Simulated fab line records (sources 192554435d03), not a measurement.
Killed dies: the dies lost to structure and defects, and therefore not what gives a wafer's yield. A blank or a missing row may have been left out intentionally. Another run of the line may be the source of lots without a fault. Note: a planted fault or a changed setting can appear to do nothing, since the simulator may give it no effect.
Matching of chambers :: flow n5-finfet :: N5_BEOL_M12_DEP_53 on pecvd-01: 3 sister chambers
The step deposits SiCN from 3MS/NH3, target thk 30 nm, time 10.5 s. 6 wafers are shown with their chamber, then 10 later ones without.

## WAFERS, EACH WITH ITS CHAMBER
wafer: L086.5
chamber: 1
throttle-valve-pct (%): 18.5
showerhead-plenum-p-Torr (Torr): 4.183

wafer: L088.3
chamber: 2
throttle-valve-pct (%): 17.5
showerhead-plenum-p-Torr (Torr): 4.124

wafer: L088.5
chamber: 0
throttle-valve-pct (%): 19.0
showerhead-plenum-p-Torr (Torr): 4.120

wafer: L088.6
chamber: 1
throttle-valve-pct (%): 18.8
showerhead-plenum-p-Torr (Torr): 4.186

wafer: L091.1
chamber: 2
throttle-valve-pct (%): 17.2
showerhead-plenum-p-Torr (Torr): 4.118

wafer: L091.2
chamber: 0
throttle-valve-pct (%): 19.1
showerhead-plenum-p-Torr (Torr): 4.127

## WAFERS WITH NO CHAMBER GIVEN
wafer: L091.4
throttle-valve-pct (%): 19.3
showerhead-plenum-p-Torr (Torr): 4.119

wafer: L090.2
throttle-valve-pct (%): 18.6
showerhead-plenum-p-Torr (Torr): 4.179

wafer: L090.4
throttle-valve-pct (%): 18.9
showerhead-plenum-p-Torr (Torr): 4.117

wafer: L090.5
throttle-valve-pct (%): 18.7
showerhead-plenum-p-Torr (Torr): 4.180

wafer: L092.1
throttle-valve-pct (%): 19.1
showerhead-plenum-p-Torr (Torr): 4.126

wafer: L092.4
throttle-valve-pct (%): 18.6
showerhead-plenum-p-Torr (Torr): 4.182

wafer: L092.6
throttle-valve-pct (%): 19.0
showerhead-plenum-p-Torr (Torr): 4.125

wafer: L096.2
throttle-valve-pct (%): 18.5
showerhead-plenum-p-Torr (Torr): 4.181

wafer: L096.3
throttle-valve-pct (%): 19.1
showerhead-plenum-p-Torr (Torr): 4.126

wafer: L096.4
throttle-valve-pct (%): 17.3
showerhead-plenum-p-Torr (Torr): 4.119

## THE CHAMBER EACH PASSED THROUGH
wafer: L091.4
from the rows above: 0
in truth: 0

wafer: L090.2
from the rows above: 1
in truth: 1

wafer: L090.4
from the rows above: 0
in truth: 0

wafer: L090.5
from the rows above: 1
in truth: 1

wafer: L092.1
from the rows above: 0
in truth: 0

wafer: L092.4
from the rows above: 1
in truth: 1

wafer: L092.6
from the rows above: 0
in truth: 0

wafer: L096.2
from the rows above: 1
in truth: 1

wafer: L096.3
from the rows above: 0
in truth: 0

wafer: L096.4
from the rows above: 2
in truth: 2
Placed correctly: 10 of 10. Can't be placed from these rows: 0. Placed wrongly: 0.
How it was worked out, from the rows above alone: a wafer's distance from a chamber is the root of the sum, over the readings, of the square of ((its reading less the chamber's mean) divided by the reading's scatter). If the next closest chamber is less than 2 further off than the closest, the wafer can't be placed; otherwise it belongs to the closest. Each chamber's mean is taken over the wafers shown for it. The scatter: the root of (the sum of the squares of (reading less its chamber's mean) over the shown wafers, divided by (wafers less chambers)).
